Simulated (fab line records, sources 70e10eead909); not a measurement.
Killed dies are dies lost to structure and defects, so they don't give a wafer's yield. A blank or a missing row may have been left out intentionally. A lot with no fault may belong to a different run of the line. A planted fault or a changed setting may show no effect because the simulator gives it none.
A struck lot beside a sound one / flow nand-harc / 13 steps out of a route of 1302
Sound: wafers L712.1, L712.4, L712.5. Struck: wafers L716.1, L716.3, L716.4. The cause is named last.
At each step with rows: each side's tool, then ch and its chambers, then its first start. Under that, the readings that differ: sound wafers / struck wafers / difference of the means / sigmas: that difference in standard deviations of wafers without a fault.
alike: words and numbers the same on both sides, and readings whose means are apart by under 2 such deviations; not compared: readings that were withheld, readings missing a value for some wafer, numbers with overlapping values and no deviation given by the record, and bounds like >300 which may hide the same value.
A row with sigmas, a row that says differs or no value, or rows on one side alone: a step with any of these is where the two part. Non-overlapping numbers with no deviation appear without sigmas and do not part them. A reading missing from all wafers of one side parts the sides only when that side holds two or more wafers.

first, 1 step without rows for these wafers: NHARC_P_M1_SRD_25.
NHARC_P_M1_INSPECT_27:
  sound on defect-inspect-01, day 6 13:48; struck on defect-inspect-01, day 7 20:19
  alike: raw-defect-count
NHARC_P_M1_PRE_CLEAN_32: time 12 s.
  sound on pecvd-02 ch 0,1, day 6 13:53; struck on pecvd-01 ch 0,2, day 7 20:23
  alike: heater-power-w
NHARC_P_M1_DEP_33: deposits SiCN, target thk 30 nm.
  sound on pecvd-02 ch 0,1, day 6 14:02; struck on pecvd-01 ch 0,2, day 7 20:28
  alike: heater-power-w
then, 7 steps without rows for these wafers: NHARC_P_M2_DEP_00 (deposits SiOC, target thk 182.5 nm); NHARC_P_M2_DEHYDRATE_01 (time 120 s); NHARC_P_M2_HMDS_02 (time 30 s); NHARC_P_M2_COAT_34 (time 65 s); NHARC_P_M2_COAT_03 (resist thk 90 nm); NHARC_P_M2_SOFTBAKE_04 (time 55 s); NHARC_P_M2_EBR_05.
NHARC_P_M2_EXPOSE_06: exposes mask P M2, target cd 170 nm.
  sound on arfi-scanner-03 ch 0, day 6 14:55; struck on arfi-scanner-03, day 7 21:34
  no value came back on the struck wafers for exposure-dose-mJ-cm2, focus-offset-nm (nm), stage-vel-mm-s (mm/s); on the sound wafers exposure-dose-mJ-cm2 reads 80.67 80.67 80.71
  alike: mask
then, 1 step without rows for these wafers: NHARC_P_M2_PEB_07 (peb time 65 s).

WHERE THEY PART
NHARC_P_M2_EXPOSE_06 only, going by this record.

WHY: what had been put in by the simulator
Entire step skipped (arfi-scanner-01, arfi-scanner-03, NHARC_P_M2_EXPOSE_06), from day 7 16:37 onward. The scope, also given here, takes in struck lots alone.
